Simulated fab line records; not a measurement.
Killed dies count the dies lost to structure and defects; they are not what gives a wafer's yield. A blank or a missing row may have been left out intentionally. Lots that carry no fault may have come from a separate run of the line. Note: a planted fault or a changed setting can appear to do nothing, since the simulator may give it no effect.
fab line records	flow n5-finfet
record lots=5	wafers=15	last-day=17
route steps=1938 shown BEOL_M0_SAQP@682 BEOL_M4@1111 PASSIVATION@1936
lots that met no fault: from a run of the same line without faults
start-h: start of the lot's first displayed wafer, in hours after the record's first day	wait-h: hours from the lot's prior step to this one	" the same as in the row above	L1.1+2: one row covering several wafers at once	- value missing, or start not given	* or withheld: withheld	< > ~ a bound
route shown NAME@n: names a module that has steps shown in the file, with the first one's number in the route	usual: mean/standard deviation taken from wafers without a fault	same: alike in all rows	chamber/n: place in a boat	sites: readings site by site	_std_site: their standard deviation	_edge_site: the outer-site mean with the inner-site mean subtracted	radius-mm: for every site, how far away it sits from the centre of the wafer	mask NAME#n: copy n	behind: tool/chamber where the wafer was last shaped	hold: reason for holding the lot/hours on hold/outcome of the hold	device: the n, p or np transistor that did not switch	end of line: at the end of the route, the tests of the same wafers	where a step has no rows: the recipe by itself	killed: at the first sort, the dies lost to defects and structure; wafer yield is something else	map: per-die view of a wafer (x killed, . not killed, _ where there is no die)
set.NAME: the setting as run; set.NAME@STEP: as run at that earlier step	model.NAME: the simulator's own value behind a step, which no gauge read
lots at selected steps of the route; one table per step, one row per wafer
services: a tool's chamber out of use, with start hour (start-h, from the record's first day; less than 0 if before it), hours out, and reason
## steps
# step N5_BEOL_M0_SAQP_COAT_87
# recipe resist=underlayer	temp-c=205	time-s=60	spin-rpm=1500	resist-thk-nm=5
# step N5_BEOL_M0_SAQP_COAT_34
# recipe resist=CAR-EUV	spin-rpm=1500	resist-thk-nm=30
# step N5_BEOL_M0_SAQP_EBR_36
# recipe solvent=PGMEA	ebr-width-mm=1.5
# step N5_BEOL_M0_SAQP_SOFTBAKE_35
# recipe temp-c=110	time-s=60	resist=CAR-EUV
# step N5_BEOL_M0_SAQP_EXPOSE_37
# recipe mask-id=M0_CUT1	na=0.33	source-shape=annular	sigma-inner=0.35	sigma-outer=0.8	polarization=unpolarized	target-cd-nm=30	dose-mj=44.75
# step N5_BEOL_M0_SAQP_PEB_38
# recipe peb-temp-c=100	peb-time-s=60	resist=CAR-EUV
# step N5_BEOL_M0_SAQP_DEVELOP_39
# recipe develop-time-s=30	developer=TMAH	resist=CAR-EUV	rinse-liquid=surfactant-rinse	dry=air-spin	dev-temp-c=23
# step N5_BEOL_M0_SAQP_DESCUM_45
# recipe chemistry=O2	time-s=7	source-power-w=50	bias-power-w=20	pressure-mtorr=20	rf-frequency-hz=2.712e+07	temp-c=40	resist=CAR-EUV	o2-flow-sccm=225
# step N5_BEOL_M0_SAQP_ETCH_88
# recipe chemistry=N2/H2	target=underlayer	target-depth-a=65	time-s=5.2	ion-energy-ev=200	mask-material=CAR-EUV	pressure-mtorr=30	source-w=840	bias-w=150	n2-flow-sccm=200	h2-flow-sccm=200	ends=cleared
# step N5_BEOL_M0_SAQP_ETCH_73
# recipe chemistry=CF4	target=SiARC	target-depth-a=195	mask-material=CAR-EUV	time-s=32.5	ion-energy-ev=80	pressure-mtorr=40	source-w=545	bias-w=36	Ar_flow_sccm=100	cf4-flow-sccm=100	ends=cleared
# usual bias-w=36.00/0.1	cf4-flow-sccm=99.9/0.33	drypump-motor-current-A=5.6/0.36	etch-rf-on-time-s=32.7/0.84	oes-product-au=0.65/0.074	rf-vpp-V=183.8/1.2	showerhead-plenum-p-Torr=2.11/0.069	throttle-valve-pct=15.61/0.26
lot.wafer	tool	chamber	start-h	wait-h	bias-w	cf4-flow-sccm	drypump-motor-current-A	etch-rf-on-time-s	oes-product-au	rf-hours-counter-h	rf-vpp-V	showerhead-plenum-p-Torr	throttle-valve-pct
L966.3	rie-diel-05	2	149.69	0.0	36.09	99.8	5.3	33.4	0.58	221	183.8	2.18	16.02
L966.4	"	3	"	"	36.05	100.4	5.8	33.9	0.62	165	182.7	2.06	15.80
L966.5	"	2	"	"	36.09	99.6	5.3	33.6	0.58	-	185.4	2.18	16.02
L970.1	rie-diel-03	0	172.28	0.0	-	-	-	-	-	-	-	-	-
L970.2	"	1	"	"	-	-	-	-	-	-	-	-	-
L970.6	"	1	"	"	-	-	-	-	-	-	-	-	-
L971.1	rie-diel-03	3	178.00	0.0	-	-	-	-	-	-	-	-	-
L971.3	"	1	"	"	-	-	-	-	-	-	-	-	-
L971.5	"	0	"	"	-	-	-	-	-	-	-	-	-
L972.1	rie-diel-05	0	185.61	0.0	-	-	-	-	-	-	-	-	-
L972.3	"	2	"	"	-	-	-	-	-	-	-	-	-
L972.5	"	3	"	"	-	-	-	-	-	-	-	-	-
L982.2	rie-diel-02	3	249.23	0.0	35.96	99.9	6.2	32.8	0.79	7	186.5	2.27	15.41
L982.3	"	0	"	"	35.92	99.8	5.3	32.7	0.70	62	184.9	2.18	15.47
L982.5	"	1	"	"	35.90	100.2	5.8	33.3	0.77	-	183.5	2.10	15.02
# step N5_BEOL_M0_SAQP_CUT_ETCH_46
# recipe chemistry=N2/H2	target=SOC	target-depth-a=1350	overetch-a=270	temp-c=40	time-s=202.5	ion-energy-ev=200	mask-material=SiARC	pressure-mtorr=30	source-w=840	bias-w=150	n2-flow-sccm=200	h2-flow-sccm=200
# step N5_BEOL_M4_RC_MEAS_101
# usual DIBL_N=36.6/1.8	DIBL_P=37.1/2.1	IOFF_N=0.17/0.033	IOFF_P=0.23/0.039	ION_N=681/13	ION_P=467/8.7	SS_N=71.6/0.59	SS_P=73.4/0.63	VT_N=249/3.4	VT_P=-249/3.7
lot.wafer	tool	chamber	start-h	wait-h	DIBL_N[mV/V]	DIBL_P[mV/V]	IOFF_N[nA/um]	IOFF_P[nA/um]	ION_N[uA/um]	ION_P[uA/um]	SS_N[mV/dec]	SS_P[mV/dec]	VT_N[mV]	VT_P[mV]
L966.3	prober-02	0	216.18	0.3	38.0	38.5	0.19	0.21	675	458	71.3	73.7	248	-250
L966.4	"	0	"	"	34.2	35.2	0.13	0.17	673	464	70.1	72.6	253	-254
L966.5	"	0	"	"	37.5	38.6	0.18	0.21	688	467	70.8	73.4	247	-250
L982.2	prober-02	0	294.39	0.2	34.4	36.0	0.16	0.26	693	482	70.8	73.6	247	-243
L982.3	"	0	"	"	34.7	35.6	0.16	0.24	677	473	70.9	72.2	248	-245
L982.5	"	0	"	"	33.3	34.8	0.14	0.23	684	478	71.4	72.4	249	-243
# step N5_PASSIVATION_PROBE_49
# usual defect-limited-yield=91.1/1.4	killed_at_M0_to_M3=32/9.4	killed_at_M4_up=14/5.1	killed-at-contacts=11/5.5	killed-at-front-end=44/13	killed-at-other=4/3.2	killed-dies=104/16	killed-on-rim=13/4.1	killed-open=70/12	killed-short=33/7.8	sort_bin_5_function=5.1/0.91	sort_bin_6_memory=3.4/0.63	sort_bin_8_speed=0.00/0.014	sort-n-pass=1075/16
# same gross-dies=1180	killed-at-back-side=0	sort_bin_4_leakage[%]=0
lot.wafer	tool	chamber	start-h	wait-h	defect-limited-yield[%]	killed_at_M0_to_M3	killed_at_M4_up	killed-at-contacts	killed-at-front-end	killed-at-other	killed-dies	killed-on-rim	killed-open	killed-short	sort_bin_5_function[%]	sort_bin_6_memory[%]	sort_bin_8_speed[%]	sort-n-pass
L966.3	prober-02	-	315.18	0.1	91.3	29	20	14	36	4	103	13	72	31	4.4	3.9	0	1077
L966.4	prober-02	-	315.23	0.2	90.7	31	32	10	34	3	110	12	72	36	5.3	3.6	0	1070
L966.5	prober-02	-	315.28	0.2	92.9	23	13	17	27	4	84	10	62	22	4.1	2.9	0	1096
L970.1	prober-02	-	331.72	0.0	0	1121	5	3	41	10	1180	152	69	31	96.4	3.2	0	0
L970.2	prober-02	-	331.77	0.1	0	1115	8	5	48	4	1180	152	81	19	96.8	2.9	0	0
L970.6	prober-02	-	331.97	0.3	0	1121	14	5	37	3	1180	152	62	29	95.9	3.6	0	0
L971.1	prober-02	-	333.69	0.0	0	1120	12	9	31	8	1180	152	57	19	96.9	2.9	0	0
L971.3	prober-02	-	333.79	0.1	0	1117	7	20	36	0	1180	152	63	24	96.4	3.1	0	0
L971.5	prober-02	-	333.89	0.2	0	1096	14	17	44	9	1180	152	77	29	95.7	4.1	0	0
L972.1	prober-02	-	339.65	0.6	0	1084	25	11	60	0	1180	152	84	41	95.1	4.5	0	0
L972.3	prober-02	-	339.75	0.7	0	1091	16	11	58	4	1180	152	75	43	95.4	4.2	0	0
L972.5	prober-02	-	339.85	0.8	0	1100	11	27	41	1	1180	152	71	33	96.2	3.5	0	0
L982.2	prober-02	-	401.69	0.1	89.6	36	13	13	51	10	123	21	72	43	5.9	4.1	0.17	1057
L982.3	prober-02	-	401.74	0.1	91.1	25	8	4	67	1	105	21	59	37	4.9	3.2	0	1075
L982.5	prober-02	-	401.84	0.2	91.0	36	13	18	34	5	106	14	68	38	4.6	3.9	0	1074
# killed by level:class
L966.3 STI_FIN_REVEAL:geometric-particle:open=14 MOL_CONTACT_COAG:geometric-particle:open=9 BEOL_M4:geometric-particle:open=9 BEOL_M2:geometric-particle:open=8 DUMMY_GATE:geometric-particle:open=6 BEOL_M1:geometric-particle:open=6 MOL_CONTACT_COAG:geometric-particle:short=5 BEOL_M0_SAQP:geometric-particle:short=4
L966.4 BEOL_M4:geometric-particle:open=22 FIN_SAQP:geometric-particle:open=12 STI_FIN_REVEAL:geometric-particle:open=7 BEOL_M0_SAQP:geometric-particle:short=7 MOL_CONTACT_COAG:geometric-particle:open=6 BEOL_M0_SAQP:geometric-particle:open=6 BEOL_M1:geometric-particle:open=6 BEOL_M1:geometric-particle:short=5
L966.5 MOL_CONTACT_COAG:geometric-particle:open=12 STI_FIN_REVEAL:geometric-particle:open=9 FIN_SAQP:geometric-particle:open=7 BEOL_M4:geometric-particle:open=7 BEOL_M3:geometric-particle:open=6 DUMMY_GATE:geometric-particle:open=5 MOL_CONTACT_COAG:geometric-particle:short=5 BEOL_M0_SAQP:geometric-particle:short=5
L970.1 BEOL_M0_SAQP:area-etch=1080 BEOL_M3:geometric-particle:open=15 FIN_SAQP:geometric-particle:short=11 DUMMY_GATE:geometric-particle:open=9 BEOL_M2:geometric-particle:open=9 FIN_SAQP:geometric-particle:open=6 BEOL_M1:geometric-particle:open=5 BEOL_M4:geometric-particle:open=5
L970.2 BEOL_M0_SAQP:area-etch=1080 BEOL_M1:geometric-particle:open=16 STI_FIN_REVEAL:geometric-particle:open=13 FIN_SAQP:geometric-particle:open=12 BEOL_M3:geometric-particle:open=8 FIN_SAQP:geometric-particle:short=5 GATE_CUT:geometric-particle:open=5 STARTING-WAFER:geometric-particle:open=5
L970.6 BEOL_M0_SAQP:area-etch=1088 STI_FIN_REVEAL:geometric-particle:open=12 BEOL_M0_SAQP:geometric-particle:short=9 FIN_SAQP:geometric-particle:open=7 FIN_SAQP:geometric-particle:short=6 BEOL_M1:geometric-particle:open=5 BEOL_M3:geometric-particle:open=5 BEOL_M5:geometric-particle:open=5
L971.1 BEOL_M0_SAQP:area-etch=1104 STI_FIN_REVEAL:geometric-particle:open=10 MOL_CONTACT_COAG:geometric-particle:open=7 BEOL_M2:geometric-particle:open=7 FIN_SAQP:geometric-particle:open=5 GATE_CUT:geometric-particle:short=5 BEOL_M4:geometric-particle:open=4 PASS1_CAP:geometric-particle:open=4
L971.3 BEOL_M0_SAQP:area-etch=1092 MOL_CONTACT_COAG:geometric-particle:open=15 BEOL_M2:geometric-particle:open=11 STI_FIN_REVEAL:geometric-particle:open=9 FIN_SAQP:geometric-particle:open=7 BEOL_M3:geometric-particle:open=6 STI_FIN_REVEAL:geometric-particle:short=5 MOL_CONTACT_COAG:geometric-particle:short=5
L971.5 BEOL_M0_SAQP:area-etch=1074 STI_FIN_REVEAL:geometric-particle:open=18 MOL_CONTACT_COAG:geometric-particle:open=15 BEOL_M2:geometric-particle:open=7 BEOL_M4:geometric-particle:open=7 BEOL_M3:geometric-particle:open=6 STARTING-WAFER:geometric-particle:short=5 GATE_CUT:geometric-particle:short=4
L972.1 BEOL_M0_SAQP:area-etch=1055 BEOL_M4:geometric-particle:open=19 FIN_SAQP:geometric-particle:short=12 STI_FIN_REVEAL:geometric-particle:open=11 FIN_SAQP:geometric-particle:open=10 MOL_CONTACT_COAG:geometric-particle:open=10 GATE_CUT:geometric-particle:short=8 STARTING-WAFER:geometric-particle:open=7
L972.3 BEOL_M0_SAQP:area-etch=1062 FIN_SAQP:geometric-particle:open=21 FIN_SAQP:geometric-particle:short=16 MOL_CONTACT_COAG:geometric-particle:open=9 BEOL_M2:geometric-particle:open=8 BEOL_M4:geometric-particle:open=8 BEOL_M0_SAQP:geometric-particle:short=6 STI_FIN_REVEAL:geometric-particle:open=5
L972.5 BEOL_M0_SAQP:area-etch=1075 MOL_CONTACT_COAG:geometric-particle:open=21 FIN_SAQP:geometric-particle:open=16 FIN_SAQP:geometric-particle:short=9 MOL_CONTACT_COAG:geometric-particle:short=6 BEOL_M3:geometric-particle:open=6 GATE_CUT:geometric-particle:short=5 BEOL_M0_SAQP:geometric-particle:open=5
L982.2 FIN_SAQP:geometric-particle:open=16 FIN_SAQP:geometric-particle:short=13 MOL_CONTACT_COAG:geometric-particle:open=11 BEOL_M3:geometric-particle:open=11 BEOL_M0_SAQP:geometric-particle:short=7 BEOL_M0_SAQP:geometric-particle:open=7 STI_FIN_REVEAL:geometric-particle:open=6 BEOL_M1:geometric-particle:open=5
L982.3 FIN_SAQP:geometric-particle:open=15 FIN_SAQP:geometric-particle:short=13 STI_FIN_REVEAL:geometric-particle:open=9 GATE_CUT:geometric-particle:short=9 BEOL_M3:geometric-particle:open=8 HKMG_FIN:area-etch=6 BEOL_M1:geometric-particle:open=5 GATE_CUT:geometric-particle:open=4
L982.5 MOL_CONTACT_COAG:geometric-particle:open=16 FIN_SAQP:geometric-particle:short=8 BEOL_M0_SAQP:geometric-particle:open=8 BEOL_M1:geometric-particle:open=8 BEOL_M0_SAQP:geometric-particle:short=7 BEOL_M3:geometric-particle:open=7 FIN_SAQP:geometric-particle:open=5 STI_FIN_REVEAL:geometric-particle:open=4
# map L970.1 (x killed, . not)
_________________xxxxxxxxxxxx________________
______________xxxxxxxxxxxxxxxxxx_____________
___________xxxxxxxxxxxxxxxxxxxxxxxx__________
__________xxxxxxxxxxxxxxxxxxxxxxxxxx_________
________xxxxxxxxxxxxxxxxxxxxxxxxxxxxxx_______
_______xxxxxxxxxxxxxxxxxxxxxxxxxxxxxxxx______
______xxxxxxxxxxxxxxxxxxxxxxxxxxxxxxxxxx_____
_____xxxxxxxxxxxxxxxxxxxxxxxxxxxxxxxxxxxx____
____xxxxxxxxxxxxxxxxxxxxxxxxxxxxxxxxxxxxxx___
___xxxxxxxxxxxxxxxxxxxxxxxxxxxxxxxxxxxxxxxx__
___xxxxxxxxxxxxxxxxxxxxxxxxxxxxxxxxxxxxxxxx__
__xxxxxxxxxxxxxxxxxxxxxxxxxxxxxxxxxxxxxxxxxx_
__xxxxxxxxxxxxxxxxxxxxxxxxxxxxxxxxxxxxxxxxxx_
_xxxxxxxxxxxxxxxxxxxxxxxxxxxxxxxxxxxxxxxxxxxx
_xxxxxxxxxxxxxxxxxxxxxxxxxxxxxxxxxxxxxxxxxxxx
_xxxxxxxxxxxxxxxxxxxxxxxxxxxxxxxxxxxxxxxxxxxx
_xxxxxxxxxxxxxxxxxxxxxxxxxxxxxxxxxxxxxxxxxxxx
_xxxxxxxxxxxxxxxxxxxxxxxxxxxxxxxxxxxxxxxxxxxx
_xxxxxxxxxxxxxxxxxxxxxxxxxxxxxxxxxxxxxxxxxxxx
_xxxxxxxxxxxxxxxxxxxxxxxxxxxxxxxxxxxxxxxxxxxx
_xxxxxxxxxxxxxxxxxxxxxxxxxxxxxxxxxxxxxxxxxxxx
__xxxxxxxxxxxxxxxxxxxxxxxxxxxxxxxxxxxxxxxxxx_
__xxxxxxxxxxxxxxxxxxxxxxxxxxxxxxxxxxxxxxxxxx_
___xxxxxxxxxxxxxxxxxxxxxxxxxxxxxxxxxxxxxxxx__
___xxxxxxxxxxxxxxxxxxxxxxxxxxxxxxxxxxxxxxxx__
____xxxxxxxxxxxxxxxxxxxxxxxxxxxxxxxxxxxxxx___
_____xxxxxxxxxxxxxxxxxxxxxxxxxxxxxxxxxxxx____
______xxxxxxxxxxxxxxxxxxxxxxxxxxxxxxxxxx_____
_______xxxxxxxxxxxxxxxxxxxxxxxxxxxxxxxx______
________xxxxxxxxxxxxxxxxxxxxxxxxxxxxxx_______
__________xxxxxxxxxxxxxxxxxxxxxxxxxx_________
___________xxxxxxxxxxxxxxxxxxxxxxxx__________
______________xxxxxxxxxxxxxxxxxx_____________
_________________xxxxxxxxxxxx________________
# map L971.1 (x killed, . not)
_________________xxxxxxxxxxxx________________
______________xxxxxxxxxxxxxxxxxx_____________
___________xxxxxxxxxxxxxxxxxxxxxxxx__________
__________xxxxxxxxxxxxxxxxxxxxxxxxxx_________
________xxxxxxxxxxxxxxxxxxxxxxxxxxxxxx_______
_______xxxxxxxxxxxxxxxxxxxxxxxxxxxxxxxx______
______xxxxxxxxxxxxxxxxxxxxxxxxxxxxxxxxxx_____
_____xxxxxxxxxxxxxxxxxxxxxxxxxxxxxxxxxxxx____
____xxxxxxxxxxxxxxxxxxxxxxxxxxxxxxxxxxxxxx___
___xxxxxxxxxxxxxxxxxxxxxxxxxxxxxxxxxxxxxxxx__
___xxxxxxxxxxxxxxxxxxxxxxxxxxxxxxxxxxxxxxxx__
__xxxxxxxxxxxxxxxxxxxxxxxxxxxxxxxxxxxxxxxxxx_
__xxxxxxxxxxxxxxxxxxxxxxxxxxxxxxxxxxxxxxxxxx_
_xxxxxxxxxxxxxxxxxxxxxxxxxxxxxxxxxxxxxxxxxxxx
_xxxxxxxxxxxxxxxxxxxxxxxxxxxxxxxxxxxxxxxxxxxx
_xxxxxxxxxxxxxxxxxxxxxxxxxxxxxxxxxxxxxxxxxxxx
_xxxxxxxxxxxxxxxxxxxxxxxxxxxxxxxxxxxxxxxxxxxx
_xxxxxxxxxxxxxxxxxxxxxxxxxxxxxxxxxxxxxxxxxxxx
_xxxxxxxxxxxxxxxxxxxxxxxxxxxxxxxxxxxxxxxxxxxx
_xxxxxxxxxxxxxxxxxxxxxxxxxxxxxxxxxxxxxxxxxxxx
_xxxxxxxxxxxxxxxxxxxxxxxxxxxxxxxxxxxxxxxxxxxx
__xxxxxxxxxxxxxxxxxxxxxxxxxxxxxxxxxxxxxxxxxx_
__xxxxxxxxxxxxxxxxxxxxxxxxxxxxxxxxxxxxxxxxxx_
___xxxxxxxxxxxxxxxxxxxxxxxxxxxxxxxxxxxxxxxx__
___xxxxxxxxxxxxxxxxxxxxxxxxxxxxxxxxxxxxxxxx__
____xxxxxxxxxxxxxxxxxxxxxxxxxxxxxxxxxxxxxx___
_____xxxxxxxxxxxxxxxxxxxxxxxxxxxxxxxxxxxx____
______xxxxxxxxxxxxxxxxxxxxxxxxxxxxxxxxxx_____
_______xxxxxxxxxxxxxxxxxxxxxxxxxxxxxxxx______
________xxxxxxxxxxxxxxxxxxxxxxxxxxxxxx_______
__________xxxxxxxxxxxxxxxxxxxxxxxxxx_________
___________xxxxxxxxxxxxxxxxxxxxxxxx__________
______________xxxxxxxxxxxxxxxxxx_____________
_________________xxxxxxxxxxxx________________
## services
tool	chamber	start-h	hours	kind
rie-diel-02	1	146.26	4.1	repair
rie-diel-05	1	177.00	-	clean
rie-diel-05	1	177.00	-	consumable-replace:focus-ring
rie-diel-05	1	177.00	-	consumable-replace:showerhead
rie-diel-05	1	177.00	19.3	scheduled-down
rie-diel-05	1	177.00	19.3	vent-cycle
rie-diel-02	1	180.96	-	clean
rie-diel-02	1	180.96	-	consumable-replace:focus-ring
rie-diel-02	1	180.96	15.2	scheduled-down
rie-diel-02	1	180.96	15.2	vent-cycle
rie-diel-02	3	207.76	-	clean
rie-diel-02	3	207.76	-	consumable-replace:focus-ring
rie-diel-02	3	207.76	-	consumable-replace:showerhead
rie-diel-02	2	216.74	15.8	repair
rie-diel-05	2	231.02	-	clean
rie-diel-05	2	231.02	-	consumable-replace:focus-ring
rie-diel-05	2	231.02	16.6	scheduled-down
rie-diel-05	2	231.02	16.6	vent-cycle
rie-diel-02	2	241.45	6.8	repair
## key
first-sign step=N5_BEOL_M0_SAQP_ETCH_73	reading=tool-record	direction=missing
effect step=N5_PASSIVATION_PROBE_49	reading=killed_at_M0_to_M3	direction=up	sigmas=99+	usual=32	struck=1107
more-kills-born-at N5_BEOL_M0_SAQP_ETCH_73@rie-diel-03=6518	N5_BEOL_M0_SAQP_ETCH_73@rie-diel-05=3192
met-at N5_BEOL_M0_SAQP_ETCH_73
struck-wafers L970.1,L970.2,L970.6,L971.1,L971.3,L971.5,L972.1,L972.3,L972.5
later-rows-left-out L970.1,L970.2,L970.6,L971.1,L971.3,L971.5,L972.1,L972.3,L972.5
onset-between 149.69 172.28
fault kind=skipped-step-whole	tool=rie-diel-03,rie-diel-05	chamber=-	onset-h=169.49	steps=N5_BEOL_M0_SAQP_ETCH_73	scope=struck-lots-only
# later-rows-left-out: the simulator's readings of these wafers behind a module that went badly wrong aren't trusted and aren't shown, but for the sort
